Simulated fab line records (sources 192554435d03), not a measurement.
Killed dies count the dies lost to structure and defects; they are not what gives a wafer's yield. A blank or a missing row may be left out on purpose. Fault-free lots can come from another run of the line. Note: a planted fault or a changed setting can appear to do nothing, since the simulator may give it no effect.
Chamber matching / flow n5 finfet / N5_BEOL_M7_ILD_DEP_00 on pecvd-01: 3 sister chambers
The step deposits SiCOH lowk from DEMS/porogen, target thk 179.75 nm, time 33.4 s. 33 wafers are shown with their chamber, then 12 later ones without.

EACH WAFER AND ITS CHAMBER
wafer=L074.1; chamber=2; throttle valve pct (%)=13.9; showerhead plenum p Torr (Torr)=5.742; heater power w (W)=300
wafer=L074.2; chamber=1; throttle valve pct (%)=13.7; showerhead plenum p Torr (Torr)=5.744; heater power w (W)=335
wafer=L074.3; chamber=0; throttle valve pct (%)=14.6; showerhead plenum p Torr (Torr)=5.726; heater power w (W)=313
wafer=L074.4; chamber=0; throttle valve pct (%)=14.6; showerhead plenum p Torr (Torr)=5.716; heater power w (W)=329
wafer=L074.5; chamber=1; throttle valve pct (%)=13.6; showerhead plenum p Torr (Torr)=5.724; heater power w (W)=337
wafer=L074.6; chamber=2; throttle valve pct (%)=13.8; showerhead plenum p Torr (Torr)=5.754; heater power w (W)=314
wafer=L079.1; chamber=1; throttle valve pct (%)=13.4; showerhead plenum p Torr (Torr)=5.734; heater power w (W)=341
wafer=L079.2; chamber=2; throttle valve pct (%)=13.8; showerhead plenum p Torr (Torr)=5.751; heater power w (W)=322
wafer=L079.3; chamber=0; throttle valve pct (%)=14.7; showerhead plenum p Torr (Torr)=5.717; heater power w (W)=347
wafer=L079.4; chamber=1; throttle valve pct (%)=13.5; showerhead plenum p Torr (Torr)=5.733; heater power w (W)=346
wafer=L079.5; chamber=2; throttle valve pct (%)=13.9; showerhead plenum p Torr (Torr)=5.742; heater power w (W)=323
wafer=L079.6; chamber=0; throttle valve pct (%)=14.8; showerhead plenum p Torr (Torr)=5.728; heater power w (W)=355
wafer=L080.2; chamber=1; throttle valve pct (%)=13.9; showerhead plenum p Torr (Torr)=5.739; heater power w (W)=345
wafer=L080.3; chamber=2; throttle valve pct (%)=14.1; showerhead plenum p Torr (Torr)=5.746; heater power w (W)=291
wafer=L080.6; chamber=1; throttle valve pct (%)=13.7; showerhead plenum p Torr (Torr)=5.739; heater power w (W)=356
wafer=L081.1; chamber=2; throttle valve pct (%)=13.9; showerhead plenum p Torr (Torr)=5.738; heater power w (W)=322
wafer=L081.3; chamber=1; throttle valve pct (%)=13.3; showerhead plenum p Torr (Torr)=5.725; heater power w (W)=334
wafer=L081.6; chamber=2; throttle valve pct (%)=13.7; showerhead plenum p Torr (Torr)=5.744; heater power w (W)=315
wafer=L083.1; chamber=0; throttle valve pct (%)=14.6; showerhead plenum p Torr (Torr)=5.744; heater power w (W)=339
wafer=L083.2; chamber=2; throttle valve pct (%)=13.8; showerhead plenum p Torr (Torr)=5.750; heater power w (W)=274
wafer=L083.6; chamber=1; throttle valve pct (%)=13.5; showerhead plenum p Torr (Torr)=5.725; heater power w (W)=361
wafer=L086.1; chamber=1; throttle valve pct (%)=13.6; showerhead plenum p Torr (Torr)=5.733; heater power w (W)=366
wafer=L086.2; chamber=2; throttle valve pct (%)=13.9; showerhead plenum p Torr (Torr)=5.748; heater power w (W)=307
wafer=L086.3; chamber=0; throttle valve pct (%)=14.6; showerhead plenum p Torr (Torr)=5.715; heater power w (W)=300
wafer=L086.4; chamber=1; throttle valve pct (%)=13.3; showerhead plenum p Torr (Torr)=5.720; heater power w (W)=361
wafer=L086.5; chamber=2; throttle valve pct (%)=13.9; showerhead plenum p Torr (Torr)=5.738; heater power w (W)=310
wafer=L086.6; chamber=0; throttle valve pct (%)=14.4; showerhead plenum p Torr (Torr)=5.733; heater power w (W)=304
wafer=L091.2; chamber=0; throttle valve pct (%)=14.7; showerhead plenum p Torr (Torr)=5.722; heater power w (W)=297
wafer=L091.3; chamber=2; throttle valve pct (%)=13.7; showerhead plenum p Torr (Torr)=5.749; heater power w (W)=332
wafer=L091.6; chamber=1; throttle valve pct (%)=13.4; showerhead plenum p Torr (Torr)=5.723; heater power w (W)=345
wafer=L090.3; chamber=2; throttle valve pct (%)=14.1; showerhead plenum p Torr (Torr)=5.743; heater power w (W)=286
wafer=L090.4; chamber=0; throttle valve pct (%)=14.5; showerhead plenum p Torr (Torr)=5.719; heater power w (W)=341
wafer=L090.5; chamber=2; throttle valve pct (%)=14.0; showerhead plenum p Torr (Torr)=5.751; heater power w (W)=296

SIGNATURES, as means of the wafers listed above
reading=throttle valve pct; chamber 0=14.611; chamber 1=13.536; chamber 2=13.885; scatter within a chamber=0.147
reading=showerhead plenum p Torr; chamber 0=5.72444; chamber 1=5.73082; chamber 2=5.74585; scatter within a chamber=0.00743
reading=heater power w; chamber 0=325.00; chamber 1=347.91; chamber 2=307.08; scatter within a chamber=16.9
Rule: a wafer's distance from a chamber is the root of the sum, over the readings, of the square of ((its reading less the chamber's mean) divided by the reading's scatter). The wafer belongs to the nearest chamber; if the next one is less than 2 further off, it can't be placed. The scatter: take each reading less its chamber's mean, square it, sum over the shown wafers, divide by the number of wafers less the number of chambers, and take the root.

WAFERS WITHOUT THEIR CHAMBER
wafer=L089.1; throttle valve pct (%)=13.5; showerhead plenum p Torr (Torr)=5.728; heater power w (W)=316
wafer=L089.2; throttle valve pct (%)=14.7; showerhead plenum p Torr (Torr)=5.727; heater power w (W)=354
wafer=L089.6; throttle valve pct (%)=13.6; showerhead plenum p Torr (Torr)=5.731; heater power w (W)=323
wafer=L093.1; throttle valve pct (%)=14.5; showerhead plenum p Torr (Torr)=5.722; heater power w (W)=329
wafer=L093.2; throttle valve pct (%)=13.4; showerhead plenum p Torr (Torr)=5.743; heater power w (W)=343
wafer=L093.5; throttle valve pct (%)=13.7; showerhead plenum p Torr (Torr)=5.733; heater power w (W)=350
wafer=L094.1; throttle valve pct (%)=14.4; showerhead plenum p Torr (Torr)=5.752; heater power w (W)=288
wafer=L094.2; throttle valve pct (%)=13.4; showerhead plenum p Torr (Torr)=5.730; heater power w (W)=357
wafer=L094.4; throttle valve pct (%)=14.6; showerhead plenum p Torr (Torr)=5.724; heater power w (W)=323
wafer=L097.1; throttle valve pct (%)=14.1; showerhead plenum p Torr (Torr)=5.752; heater power w (W)=305
wafer=L097.4; throttle valve pct (%)=13.9; showerhead plenum p Torr (Torr)=5.729; heater power w (W)=303
wafer=L097.6; throttle valve pct (%)=14.4; showerhead plenum p Torr (Torr)=5.732; heater power w (W)=332

WHICH CHAMBER EACH WENT THROUGH
wafer=L089.1; from the rows above=can't be placed: 1 or 2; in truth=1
wafer=L089.2; from the rows above=0; in truth=0
wafer=L089.6; from the rows above=can't be placed: 1 or 2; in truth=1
wafer=L093.1; from the rows above=0; in truth=0
wafer=L093.2; from the rows above=1; in truth=1
wafer=L093.5; from the rows above=1; in truth=1
wafer=L094.1; from the rows above=can't be placed: 2 or 0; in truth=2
wafer=L094.2; from the rows above=1; in truth=1
wafer=L094.4; from the rows above=0; in truth=0
wafer=L097.1; from the rows above=2; in truth=2
wafer=L097.4; from the rows above=can't be placed: 2 or 1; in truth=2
wafer=L097.6; from the rows above=0; in truth=0
8 of 12 placed correctly. Not placeable from these rows: 4 (in 4, the candidates include the true chamber). Wrongly placed: 0.
